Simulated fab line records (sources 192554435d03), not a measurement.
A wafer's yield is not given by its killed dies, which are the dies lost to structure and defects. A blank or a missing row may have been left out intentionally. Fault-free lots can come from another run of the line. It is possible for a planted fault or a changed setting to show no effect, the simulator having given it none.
fab line records | flow n5_finfet
record lots=6 | wafers=18 | last_day=19
route steps=1938 shown BEOL_M6@1200
lots that met no fault: from a run of the same line without faults
start_h: start of the lot's first displayed wafer, in hours after the record's first day | wait_h: hours elapsed since this lot's preceding step | " the same as in the row above | L1.1+2: a single row standing in for several wafers | - no value, or no start given | * or withheld: withheld | < > ~ a bound
route shown NAME@n: a module of which the file shows steps, and the number in the route of the first | usual: mean/standard deviation of fault-free wafers | same: alike in all rows | chamber/n: place in a boat | sites: readings site by site | _std_site: their standard deviation | _edge_site: mean of outer sites minus mean of inner sites | radius_mm: how far each site lies from the wafer's centre | mask NAME#n: copy n | behind: the most recent tool/chamber to have shaped the wafer | hold: reason for holding the lot/hours on hold/outcome of the hold | device: transistor that didn't switch, given as n, p or np | end of line: tests of these same wafers at the route's end | a step given without rows: its recipe and nothing more | killed: the dies lost at the first sort to structure and to defects; this is not the yield of the wafer | map: the dies of a wafer, with x for killed, . for not killed, _ for no die there
set.NAME: the run value of the setting; set.NAME@STEP: its run value at that earlier step | model.NAME: the simulator's own value behind a step, which no gauge read
lots at some steps of the route; a table a step, a row a wafer
services: when a tool's chamber went out of use (start_h, in hours from the record's first day, below 0 if earlier), for how many hours, and the reason
## steps
# step N5_BEOL_M6_COAT_60
# recipe resist=SiARC | temp_c=220 | time_s=60 | spin_rpm=1500 | resist_thk_nm=35
# step N5_BEOL_M6_COAT_05
# recipe resist=CAR-ArF | spin_rpm=1500 | resist_thk_nm=90
# step N5_BEOL_M6_EBR_07
# recipe solvent=PGMEA | ebr_width_mm=1.5
# step N5_BEOL_M6_SOFTBAKE_06
# recipe temp_c=110 | time_s=60 | resist=CAR-ArF
# step N5_BEOL_M6_EXPOSE_08
# recipe mask_id=M6 | na=1.35 | source_shape=dipole | sigma_inner=0.817 | sigma_outer=0.97 | polarization=te | dose_mj=68.25
# step N5_BEOL_M6_PEB_09
# recipe peb_temp_c=withheld | peb_time_s=60 | resist=CAR-ArF
# step N5_BEOL_M6_DEVELOP_10
# recipe develop_time_s=30 | developer=TMAH | resist=CAR-ArF | rinse_liquid=diw | dry=air_spin | dev_temp_c=23
# step N5_BEOL_M6_CD_MEAS_11
# recipe target_cd_nm=38.5 | landing_energy_ev=500 | detector=se_inlens | polarity=opening
# usual cd_nm=38.5/0.41
lot.wafer | tool      | chamber | start_h | wait_h | cd_nm
L788.1    | cd_sem-02 | 0       | 187.46  | -      | 39.1
L788.2    | "         | 0       | "       | "      | 38.7
L788.4    | "         | 0       | "       | "      | 39.0
L791.2    | cd_sem-02 | 0       | 213.93  | -      | 38.5
L791.4    | "         | 0       | "       | "      | 38.5
L791.6    | "         | 0       | "       | "      | 38.7
L805.3    | cd_sem-01 | 0       | 300.22  | -      | 38.1
L805.4    | "         | 0       | "       | "      | 38.5
L805.5    | "         | 0       | "       | "      | 38.2
L808.3    | cd_sem-02 | 0       | 315.77  | -      | 39.3
L808.4    | "         | 0       | "       | "      | 39.1
L808.6    | "         | 0       | "       | "      | 39.0
L809.2    | cd_sem-02 | 0       | 335.40  | -      | 38.5
L809.3    | "         | 0       | "       | "      | 39.0
L809.4    | "         | 0       | "       | "      | 39.0
L810.1    | cd_sem-01 | 0       | 343.35  | -      | 38.6
L810.3    | "         | 0       | "       | "      | 38.9
L810.4    | "         | 0       | "       | "      | 38.5
# step N5_BEOL_M6_OVL_MEAS_12
# recipe points_per_wafer=44
# usual M6_OVL=0.0/0.77
lot.wafer | tool       | chamber | start_h | wait_h | M6_OVL[nm]
L788.1    | overlay-01 | 0       | 187.49  | 0.0    | 0.0
L788.2    | "          | 0       | "       | "      | 0.2
L788.4    | "          | 0       | "       | "      | 0.6
L791.2    | overlay-02 | 0       | 213.96  | 0.0    | 0.2
L791.4    | "          | 0       | "       | "      | 0.2
L791.6    | "          | 0       | "       | "      | 0.7
L805.3    | overlay-01 | 0       | 300.25  | 0.0    | -0.4
L805.4    | "          | 0       | "       | "      | -0.7
L805.5    | "          | 0       | "       | "      | -0.8
L808.3    | overlay-02 | 0       | 315.79  | 0.0    | -1.0
L808.4    | "          | 0       | "       | "      | -0.2
L808.6    | "          | 0       | "       | "      | 1.0
L809.2    | overlay-02 | 0       | 335.43  | 0.0    | 0.9
L809.3    | "          | 0       | "       | "      | 1.4
L809.4    | "          | 0       | "       | "      | 1.6
L810.1    | overlay-02 | 0       | 343.38  | 0.0    | -0.3
L810.3    | "          | 0       | "       | "      | -1.6
L810.4    | "          | 0       | "       | "      | -1.8
# step N5_BEOL_M6_INSPECT_13
# recipe mode=adi | inspect_instrument=brightfield
# usual raw_defect_count=394/97
lot.wafer | tool              | chamber | start_h | wait_h | raw_defect_count
L788.1    | defect_inspect-02 | -       | 187.51  | 0.0    | 346
L788.2    | "                 | -       | "       | "      | 355
L788.4    | "                 | -       | "       | "      | 503
L791.2    | defect_inspect-02 | -       | 213.98  | 0.0    | 531
L791.4    | "                 | -       | "       | "      | 521
L791.6    | "                 | -       | "       | "      | 495
L805.3    | defect_inspect-01 | -       | 300.27  | 0.0    | 454
L805.4    | "                 | -       | "       | "      | 320
L805.5    | "                 | -       | "       | "      | 564
L808.3    | defect_inspect-02 | -       | 315.82  | 0.0    | 212
L808.4    | "                 | -       | "       | "      | 346
L808.6    | "                 | -       | "       | "      | 304
L809.2    | defect_inspect-02 | -       | 335.45  | 0.0    | 324
L809.3    | "                 | -       | "       | "      | 301
L809.4    | "                 | -       | "       | "      | 247
L810.1    | defect_inspect-02 | -       | 343.40  | 0.0    | 384
L810.3    | "                 | -       | "       | "      | 382
L810.4    | "                 | -       | "       | "      | 398
# step N5_BEOL_M6_DESCUM_16
# recipe chemistry=O2 | time_s=7.9 | source_power_w=50 | bias_power_w=20 | pressure_mtorr=20 | rf_frequency_hz=2.712e+07 | temp_c=40 | resist=CAR-ArF | o2_flow_sccm=225
# usual drypump_motor_current_A=5.7/0.35 | o2_flow_sccm=225.1/0.66 | oes_product_au=0.82/0.089 | rf_fwd_power_W=49.38/0.2 | rf_vpp_V=243.1/1.3 | showerhead_plenum_p_Torr=2.09/0.068 | temp_c=39.99/0.12 | throttle_valve_pct=20.30/0.19
lot.wafer | tool        | chamber | start_h | wait_h | drypump_motor_current_A | o2_flow_sccm | oes_product_au | rf_fwd_power_W | rf_hours_counter_h | rf_vpp_V | showerhead_plenum_p_Torr | temp_c | throttle_valve_pct
L788.1    | rie_diel-02 | 3       | 188.13  | 0.6    | 5.2                     | 225.9        | 0.73           | 49.42          | 189                | 245.1    | 2.17                     | 40.23  | 20.26
L788.2    | "           | 2       | "       | "      | 5.7                     | 224.8        | 0.87           | 49.35          | 42                 | 242.6    | 2.04                     | 39.97  | 20.14
L788.4    | "           | 1       | "       | "      | 5.9                     | 225.2        | 0.91           | 48.98          | 20                 | 242.4    | 2.05                     | 39.93  | 20.18
L791.2    | rie_diel-01 | 0       | 214.02  | 0.0    | 5.1                     | 225.4        | 0.95           | 49.32          | 10                 | 243.3    | 2.05                     | 40.19  | 20.27
L791.4    | "           | 2       | "       | "      | 5.8                     | 224.9        | 0.85           | 49.03          | 67                 | 243.3    | 2.05                     | 40.03  | 20.09
L791.6    | "           | 0       | "       | "      | 5.2                     | 226.5        | 0.95           | 49.43          | -                  | 242.9    | 2.05                     | 39.99  | 20.24
L805.3    | rie_diel-02 | 0       | 300.41  | 0.1    | 5.9                     | 225.4        | 0.69           | 49.26          | 210                | 243.2    | 2.17                     | 40.11  | 20.30
L805.4    | "           | 2       | "       | "      | 5.6                     | 226.1        | 0.82           | 49.48          | 81                 | 242.9    | 2.03                     | 39.89  | 20.21
L805.5    | "           | 1       | "       | "      | 5.8                     | 224.6        | 0.84           | 49.30          | -                  | 242.6    | 2.04                     | 40.15  | 20.26
L808.3    | rie_diel-02 | 3       | 315.99  | 0.2    | 5.2                     | 224.8        | 0.70           | 49.39          | 236                | 243.6    | 2.15                     | 39.84  | 20.33
L808.4    | "           | 1       | "       | "      | 5.8                     | 224.3        | 0.83           | 49.39          | 67                 | 241.5    | 2.03                     | 39.98  | 20.27
L808.6    | "           | 0       | "       | "      | 5.9                     | 225.7        | 0.68           | 49.31          | -                  | 244.1    | 2.16                     | 39.97  | 20.30
L809.2    | rie_diel-06 | 2       | 335.48  | 0.0    | 5.7                     | 225.0        | 0.83           | 49.56          | 73                 | 242.3    | 2.02                     | 39.89  | 20.25
L809.3    | "           | 3       | "       | "      | 6.1                     | 224.8        | 0.92           | 49.29          | 22                 | 245.6    | 2.23                     | 40.07  | 20.18
L809.4    | "           | 1       | "       | "      | 5.6                     | 225.1        | 0.69           | 49.35          | 226                | 243.7    | 2.06                     | 39.92  | 20.36
L810.1    | rie_diel-06 | 1       | 344.11  | 0.7    | 5.6                     | 226.6        | 0.69           | 49.39          | 228                | 242.8    | 2.06                     | 39.98  | 20.38
L810.3    | "           | 2       | "       | "      | 5.7                     | 224.3        | 0.83           | 49.91          | 75                 | 242.1    | 2.02                     | 40.00  | 20.26
L810.4    | "           | 3       | "       | "      | 6.2                     | 223.5        | 0.92           | 48.93          | 26                 | 244.5    | 2.23                     | 40.24  | 20.20
# step N5_BEOL_M6_ETCH_61
# recipe chemistry=CF4 | target=SiARC | target_depth_a=455 | mask_material=CAR-ArF | time_s=75.8 | ion_energy_ev=80 | pressure_mtorr=40 | source_w=545 | bias_w=36 | Ar_flow_sccm=100 | cf4_flow_sccm=100 | ends=cleared
# usual drypump_motor_current_A=5.7/0.35 | etch_rf_on_time_s=75.0/0.9 | mfc_ar_sccm=100.0/0.33 | oes_product_au=0.70/0.077 | rf_fwd_power_W=539.3/2 | rf_vpp_V=183.9/1.2 | showerhead_plenum_p_Torr=2.13/0.063 | throttle_valve_pct=15.46/0.2
lot.wafer | tool        | chamber | start_h | wait_h | drypump_motor_current_A | etch_rf_on_time_s | mfc_ar_sccm | oes_product_au | rf_fwd_power_W | rf_hours_counter_h | rf_vpp_V | showerhead_plenum_p_Torr | throttle_valve_pct
L788.1    | rie_diel-02 | 3       | 188.16  | 0.0    | 5.2                     | 74.6              | 99.6        | 0.62           | 540.6          | 189                | 185.8    | 2.21                     | 15.52
L788.2    | "           | 2       | "       | "      | 5.6                     | 74.3              | 99.6        | 0.75           | 537.1          | 42                 | 183.1    | 2.09                     | 15.31
L788.4    | "           | 1       | "       | "      | 5.8                     | 75.5              | 99.9        | 0.77           | 537.9          | 20                 | 181.5    | 2.10                     | 15.33
L791.2    | rie_diel-01 | 0       | 214.05  | 0.0    | 5.2                     | 74.1              | 100.0       | 0.82           | 539.6          | 10                 | 185.4    | 2.10                     | 15.40
L791.4    | "           | 2       | "       | "      | 5.8                     | 74.9              | 100.0       | 0.73           | 536.5          | 67                 | 183.4    | 2.09                     | 15.19
L791.6    | "           | 0       | "       | "      | 5.2                     | 73.7              | 100.4       | 0.82           | 539.6          | -                  | 182.3    | 2.10                     | 15.40
L805.3    | rie_diel-02 | 0       | 300.45  | 0.0    | 5.9                     | 74.2              | 100.3       | 0.59           | 536.1          | 210                | 183.5    | 2.20                     | 15.48
L805.4    | "           | 2       | "       | "      | 5.7                     | 73.7              | 99.6        | 0.70           | 539.2          | 81                 | 182.3    | 2.08                     | 15.40
L805.5    | "           | 1       | "       | "      | 5.8                     | 74.8              | 99.3        | 0.71           | 537.0          | -                  | 182.8    | 2.09                     | 15.41
L808.3    | rie_diel-02 | 3       | 316.03  | 0.0    | 5.2                     | 75.6              | 99.9        | 0.60           | 538.7          | 236                | 185.4    | 2.20                     | 15.62
L808.4    | "           | 1       | "       | "      | 5.8                     | 76.4              | 99.9        | 0.70           | 539.6          | 67                 | 183.3    | 2.09                     | 15.43
L808.6    | "           | 0       | "       | "      | 5.9                     | 75.0              | 99.8        | 0.59           | 538.7          | -                  | 185.3    | 2.20                     | 15.47
L809.2    | rie_diel-06 | 2       | 335.52  | 0.0    | 5.7                     | 73.8              | 99.6        | 0.72           | 543.8          | 73                 | 182.9    | 2.08                     | 15.48
L809.3    | "           | 3       | "       | "      | 6.2                     | 73.7              | 99.8        | 0.80           | 539.5          | 22                 | 184.6    | 2.27                     | 15.33
L809.4    | "           | 1       | "       | "      | 5.6                     | 76.8              | 99.4        | 0.60           | 537.7          | 226                | 183.8    | 2.11                     | 15.64
L810.1    | rie_diel-06 | 1       | 344.14  | 0.0    | 5.6                     | 77.3              | 99.9        | 0.59           | 537.9          | 228                | 182.8    | 2.11                     | 15.63
L810.3    | "           | 2       | "       | "      | 5.7                     | 73.8              | 99.8        | 0.71           | 543.6          | 75                 | 183.7    | 2.08                     | 15.47
L810.4    | "           | 3       | "       | "      | 6.2                     | 74.4              | 99.8        | 0.79           | 535.8          | 26                 | 185.1    | 2.27                     | 15.34
# step N5_BEOL_M6_ETCH_62
# recipe chemistry=N2/H2 | target=SOC | target_depth_a=1100 | overetch_a=220 | mask_material=SiARC | temp_c=40 | time_s=165 | ion_energy_ev=200 | pressure_mtorr=30 | source_w=840 | bias_w=150 | n2_flow_sccm=200 | h2_flow_sccm=200
# usual drypump_motor_current_A=5.7/0.35 | oes_product_au=0.69/0.073 | rf_fwd_power_W=837.2/2.5 | rf_vpp_V=523.6/2.4 | showerhead_plenum_p_Torr=2.53/0.082 | temp_c=40.00/0.11 | throttle_valve_pct=17.69/0.17
lot.wafer | tool        | chamber | start_h | wait_h | drypump_motor_current_A | oes_product_au | rf_fwd_power_W | rf_hours_counter_h | rf_vpp_V | showerhead_plenum_p_Torr | temp_c | throttle_valve_pct | model.SiARC_of_BEOL_M6_COAT_60.thk_nm
L788.1    | rie_diel-02 | 3       | 188.22  | 0.0    | 5.2                     | 0.62           | 837.6          | 189                | 525.9    | 2.64                     | 39.88  | 17.72              | 28.4
L788.2    | "           | 2       | "       | "      | 5.6                     | 0.74           | 837.2          | 42                 | 522.0    | 2.49                     | 39.92  | 17.61              | 28.4
L788.4    | "           | 1       | "       | "      | 5.8                     | 0.75           | 836.2          | 20                 | 522.4    | 2.50                     | 40.05  | 17.59              | 28.4
L791.2    | rie_diel-01 | 0       | 214.11  | 0.0    | 5.2                     | 0.81           | 836.3          | 10                 | 522.3    | 2.49                     | 40.05  | 17.66              | 28.2
L791.4    | "           | 2       | "       | "      | 5.8                     | 0.72           | 838.8          | 67                 | 521.7    | 2.47                     | 40.28  | 17.46              | 28.4
L791.6    | "           | 0       | "       | "      | 5.2                     | 0.80           | 838.4          | -                  | 522.2    | 2.49                     | 40.14  | 17.65              | 28
L805.3    | rie_diel-02 | 0       | 300.50  | 0.0    | 5.9                     | 0.56           | 836.8          | 210                | 525.3    | 2.62                     | 39.78  | 17.68              | 27.4
L805.4    | "           | 2       | "       | "      | 5.7                     | 0.69           | 838.4          | 81                 | 520.9    | 2.47                     | 39.92  | 17.68              | 28
L805.5    | "           | 1       | "       | "      | 5.9                     | 0.71           | 838.7          | -                  | 522.5    | 2.48                     | 39.96  | 17.67              | 28.2
L808.3    | rie_diel-02 | 3       | 316.08  | 0.0    | 5.2                     | 0.59           | 838.9          | 236                | 526.8    | 2.62                     | 40.03  | 17.79              | 28.4
L808.4    | "           | 1       | "       | "      | 5.8                     | 0.70           | 839.1          | 67                 | 521.0    | 2.48                     | 40.13  | 17.67              | 28.4
L808.6    | "           | 0       | "       | "      | 5.9                     | 0.56           | 837.1          | -                  | 526.9    | 2.61                     | 40.17  | 17.66              | 27.8
L809.2    | rie_diel-06 | 2       | 335.58  | 0.0    | 5.7                     | 0.70           | 841.8          | 73                 | 522.3    | 2.46                     | 40.10  | 17.66              | 28.4
L809.3    | "           | 3       | "       | "      | 6.2                     | 0.79           | 835.2          | 23                 | 530.1    | 2.71                     | 40.07  | 17.72              | 28.4
L809.4    | "           | 1       | "       | "      | 5.6                     | 0.59           | 838.7          | 226                | 523.2    | 2.50                     | 39.88  | 17.72              | 28.6
L810.1    | rie_diel-06 | 1       | 344.20  | 0.0    | 5.6                     | 0.60           | 839.3          | 228                | 522.2    | 2.50                     | 40.14  | 17.72              | 28.4
L810.3    | "           | 2       | "       | "      | 5.7                     | 0.69           | 838.2          | 75                 | 521.1    | 2.46                     | 39.95  | 17.65              | 28
L810.4    | "           | 3       | "       | "      | 6.1                     | 0.77           | 838.0          | 26                 | 527.6    | 2.71                     | 40.07  | 17.70              | 28
# step N5_BEOL_M6_STRIP_68
# recipe chemistry=N2/H2 | temp_c=40 | n2_flow_sccm=200 | h2_flow_sccm=200 | rf_frequency_hz=6e+07
# step N5_BEOL_M6_STRIP_67
# recipe chemistry=CF4 | resist=SiARC | power_w=300 | bias_power_w=75 | pressure_mtorr=50 | cf4_flow_sccm=150 | rf_frequency_hz=6e+07
# usual drypump_motor_current_A=5.7/0.34 | oes_product_au=0.82/0.086 | rf_vpp_V=271.0/1.5 | showerhead_plenum_p_Torr=1.78/0.051 | throttle_valve_pct=13.43/0.21
lot.wafer | tool        | chamber | start_h | wait_h | drypump_motor_current_A | oes_product_au | rf_hours_counter_h | rf_vpp_V | showerhead_plenum_p_Torr | throttle_valve_pct
L788.1    | rie_diel-02 | 3       | 188.36  | 0.0    | 5.2                     | 0.73           | 189                | 274.1    | 1.84                     | 13.49
L788.2    | "           | 2       | "       | "      | 5.6                     | 0.86           | 42                 | 272.8    | 1.75                     | 13.27
L788.4    | "           | 1       | "       | "      | 5.8                     | 0.90           | 20                 | 269.8    | 1.76                     | 13.28
L791.2    | rie_diel-01 | 0       | 214.25  | 0.0    | 5.2                     | 0.95           | 10                 | 271.3    | 1.76                     | 13.34
L791.4    | "           | 2       | "       | "      | 5.7                     | 0.84           | 67                 | 271.1    | 1.75                     | 13.15
L791.6    | "           | 0       | "       | "      | 5.2                     | 0.94           | -                  | 269.8    | 1.76                     | 13.32
L805.3    | rie_diel-02 | 0       | 300.65  | 0.0    | 5.9                     | 0.69           | 210                | 272.5    | 1.84                     | 13.49
L805.4    | "           | 2       | "       | "      | 5.7                     | 0.82           | 81                 | 269.1    | 1.74                     | 13.37
L805.5    | "           | 1       | "       | "      | 5.8                     | 0.83           | -                  | 271.5    | 1.75                     | 13.36
L808.3    | rie_diel-02 | 3       | 316.23  | 0.0    | 5.2                     | 0.69           | 236                | 271.6    | 1.83                     | 13.60
L808.4    | "           | 1       | "       | "      | 5.8                     | 0.82           | 67                 | 270.7    | 1.75                     | 13.40
L808.6    | "           | 0       | "       | "      | 5.9                     | 0.69           | -                  | 273.7    | 1.84                     | 13.49
L809.2    | rie_diel-06 | 2       | 335.72  | 0.0    | 5.7                     | 0.82           | 73                 | 271.5    | 1.74                     | 13.44
L809.3    | "           | 3       | "       | "      | 6.1                     | 0.92           | 23                 | 273.5    | 1.90                     | 13.27
L809.4    | "           | 1       | "       | "      | 5.6                     | 0.70           | 226                | 270.0    | 1.77                     | 13.66
L810.1    | rie_diel-06 | 1       | 344.35  | 0.0    | 5.6                     | 0.70           | 228                | 271.2    | 1.77                     | 13.67
L810.3    | "           | 2       | "       | "      | 5.7                     | 0.82           | 75                 | 270.2    | 1.74                     | 13.44
L810.4    | "           | 3       | "       | "      | 6.2                     | 0.92           | 26                 | 274.4    | 1.90                     | 13.28
# step N5_BEOL_M6_HM_OPEN_17
# recipe chemistry=Cl2/BCl3 | target_depth_a=200 | overetch_a=60 | target=TiN | mask_material=SOC | ion_energy_ev=150 | pressure_mtorr=10 | icp_w=1000 | bias_w=126 | Cl2_flow_sccm=53.25 | bcl3_flow_sccm=21.75 | Ar_flow_sccm=25
# usual drypump_motor_current_A=5.7/0.36 | mfc_ar_sccm=25.00/0.073 | oes_product_au=0.67/0.085 | rf_fwd_power_W=993/3.3 | throttle_valve_pct=22.14/0.3
lot.wafer | tool         | chamber | start_h | wait_h | drypump_motor_current_A | mfc_ar_sccm | oes_product_au | rf_fwd_power_W | rf_hours_counter_h | throttle_valve_pct | model.etch.depth_nm
L788.1    | rie_metal-02 | 0       | 188.40  | 0.0    | 5.3                     | 25.09       | 0.53           | 991            | 129                | 22.19              | 20.15
L788.2    | "            | 1       | "       | "      | 5.9                     | 24.92       | 0.62           | 988            | 67                 | 22.34              | 19.98
L788.4    | "            | 0       | "       | "      | 5.3                     | 25.01       | 0.53           | 988            | -                  | 22.20              | 20.02
L791.2    | rie_metal-02 | 0       | 214.30  | 0.0    | 5.3                     | 25.08       | 0.52           | 993            | 132                | 22.22              | 19.91
L791.4    | "            | 0       | "       | "      | 5.3                     | 25.04       | 0.52           | 997            | -                  | 22.21              | 19.94
L791.6    | "            | 1       | "       | "      | 5.9                     | 24.86       | 0.62           | 984            | -                  | 22.36              | 19.82
L805.3    | rie_metal-03 | 0       | 300.72  | 0.1    | 6.2                     | 24.91       | 0.61           | 991            | -                  | 22.35              | 18.66
L805.4    | "            | 1       | "       | "      | 5.4                     | 25.02       | 0.76           | 994            | -                  | 21.70              | 20.14
L805.5    | "            | 1       | "       | "      | 5.4                     | 24.90       | 0.75           | 996            | -                  | 21.70              | 20.04
L808.3    | rie_metal-01 | 1       | 316.30  | 0.1    | 5.4                     | 25.08       | 0.64           | 996            | -                  | 22.61              | 20.19
L808.4    | "            | 0       | "       | "      | 6.0                     | 24.92       | 0.58           | 996            | -                  | 22.01              | 20.07
L808.6    | "            | 0       | "       | "      | 5.9                     | 24.97       | 0.55           | 994            | -                  | 22.05              | 18.66
L809.2    | rie_metal-03 | 0       | 335.76  | 0.0    | 6.3                     | 24.97       | 0.62           | 993            | 57                 | 22.31              | 20
L809.3    | "            | 1       | "       | "      | 5.4                     | 25.01       | 0.74           | 996            | -                  | 21.71              | 19.91
L809.4    | "            | 0       | "       | "      | 6.3                     | 25.02       | 0.62           | 992            | -                  | 22.31              | 19.96
L810.1    | rie_metal-02 | 1       | 344.39  | 0.0    | 5.9                     | 24.87       | 0.59           | 992            | 81                 | 22.38              | 19.87
L810.3    | "            | 0       | "       | "      | 5.3                     | 24.99       | 0.77           | 992            | -                  | 22.00              | 19.66
L810.4    | "            | 1       | "       | "      | 5.9                     | 25.06       | 0.59           | 990            | -                  | 22.39              | 19.68
# step N5_BEOL_M6_STRIP_19
# recipe chemistry=O2 | power_w=400 | temp_c=40 | pressure_mtorr=30 | rf_frequency_hz=6e+07 | bias_power_w=0 | overash_fraction=0.2 | o2_flow_sccm=225
# usual drypump_motor_current_A=5.6/0.34 | o2_flow_sccm=224.9/0.71 | oes_product_au=0.82/0.085 | rf_vpp_V=3.6/0.61 | showerhead_plenum_p_Torr=2.10/0.074 | temp_c=40.00/0.11 | throttle_valve_pct=16.53/0.14
lot.wafer | tool        | chamber | start_h | wait_h | drypump_motor_current_A | o2_flow_sccm | oes_product_au | rf_hours_counter_h | rf_vpp_V | showerhead_plenum_p_Torr | temp_c | throttle_valve_pct
L788.1    | rie_diel-02 | 3       | 188.61  | 0.2    | 5.2                     | 224.3        | 0.74           | 189                | 3.2      | 2.17                     | 40.02  | 16.58
L788.2    | "           | 2       | "       | "      | 5.7                     | 224.3        | 0.89           | 42                 | 3.2      | 2.04                     | 39.96  | 16.39
L788.4    | "           | 1       | "       | "      | 5.9                     | 224.8        | 0.90           | 21                 | 3.8      | 2.05                     | 39.85  | 16.42
L791.2    | rie_diel-02 | 3       | 214.42  | 0.1    | 5.2                     | 225.6        | 0.73           | 197                | 4.0      | 2.17                     | 40.11  | 16.61
L791.4    | "           | 1       | "       | "      | 5.8                     | 224.3        | 0.90           | -                  | 3.9      | 2.05                     | 39.74  | 16.42
L791.6    | "           | 3       | "       | "      | 5.2                     | 225.4        | 0.73           | -                  | 3.1      | 2.17                     | 40.07  | 16.60
L805.3    | rie_diel-06 | 2       | 300.80  | 0.1    | 5.7                     | 225.9        | 0.84           | 60                 | 2.8      | 2.03                     | 39.98  | 16.48
L805.4    | "           | 0       | "       | "      | 5.3                     | 224.3        | 0.79           | 95                 | 2.9      | 2.21                     | 39.93  | 16.65
L805.5    | "           | 2       | "       | "      | 5.7                     | 224.4        | 0.83           | -                  | 4.5      | 2.03                     | 40.19  | 16.48
L808.3    | rie_diel-01 | 2       | 316.51  | 0.2    | 5.7                     | 224.3        | 0.81           | 102                | 3.0      | 2.04                     | 39.89  | 16.37
L808.4    | "           | 3       | "       | "      | 6.4                     | 225.3        | 0.88           | 58                 | 4.4      | 2.04                     | 39.86  | 16.48
L808.6    | "           | 1       | "       | "      | 5.5                     | 225.8        | 0.93           | -                  | 3.3      | 2.07                     | 40.01  | 16.81
L809.2    | rie_diel-01 | 2       | 336.24  | 0.4    | 5.8                     | 225.6        | 0.81           | 109                | 3.5      | 2.04                     | 40.02  | 16.38
L809.3    | "           | 1       | "       | "      | 5.5                     | 224.4        | 0.89           | 25                 | 3.8      | 2.06                     | 39.90  | 16.83
L809.4    | "           | 0       | "       | "      | 5.2                     | 224.2        | 0.87           | 54                 | 2.5      | 2.04                     | 40.12  | 16.54
L810.1    | rie_diel-01 | 2       | 344.50  | 0.1    | 5.7                     | 223.9        | 0.81           | 113                | 4.2      | 2.04                     | 39.93  | 16.42
L810.3    | "           | 1       | "       | "      | 5.5                     | 222.6        | 0.89           | 28                 | 3.6      | 2.06                     | 39.86  | 16.83
L810.4    | "           | 0       | "       | "      | 5.1                     | 226.0        | 0.86           | 58                 | 3.9      | 2.03                     | 40.11  | 16.51
## services
tool         | chamber | start_h | hours | kind
rie_diel-06  | 1       | 164.44  | 9.9   | repair
rie_metal-01 | -       | 176.48  | 14.6  | pm
rie_diel-01  | 3       | 177.60  | 5.2   | repair
rie_diel-06  | 1       | 183.55  | 8.8   | repair
rie_diel-02  | 0       | 212.15  | 22.1  | repair
rie_diel-06  | 3       | 215.95  | 2.9   | repair
rie_metal-02 | 0       | 217.34  | -     | clean
rie_metal-02 | 0       | 217.34  | 20.8  | scheduled_down
rie_metal-02 | 0       | 217.34  | 20.8  | vent_cycle
rie_diel-01  | 1       | 240.61  | -     | clean
rie_diel-01  | 1       | 240.61  | -     | consumable_replace:focus_ring
rie_diel-01  | 1       | 240.61  | 16.8  | scheduled_down
rie_diel-01  | 1       | 240.61  | 16.8  | vent_cycle
rie_diel-06  | 3       | 242.73  | -     | clean
rie_diel-06  | 3       | 242.73  | -     | consumable_replace:focus_ring
rie_diel-06  | 3       | 242.73  | -     | consumable_replace:showerhead
rie_metal-03 | -       | 265.67  | 0.1   | repair
rie_diel-02  | 2       | 281.00  | 6.7   | repair
rie_metal-02 | -       | 291.07  | 2.8   | pm
rie_diel-01  | 2       | 307.95  | 1.8   | repair
rie_metal-01 | 0       | 342.08  | 12.0  | repair
## key
first_sign none at tools or gauges
model_effect step=N5_BEOL_M6_ETCH_62 | value=SiARC_of_BEOL_M6_COAT_60.thk_nm | without=28.3 | struck=27.6
model_effect step=N5_BEOL_M6_HM_OPEN_17 | value=etch.depth_nm | without=20.14 | struck=18.66
met_at N5_BEOL_M6_ETCH_62
struck_wafers L805.3,L808.6
fault kind=process_parameter_drift | tool=rie_diel-02 | chamber=0 | onset_h=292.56 | steps=N5_BEOL_M6_ETCH_62 | channel=time_s | offset=* | shape=step | end_h=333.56 | acts_in=* | stated=*
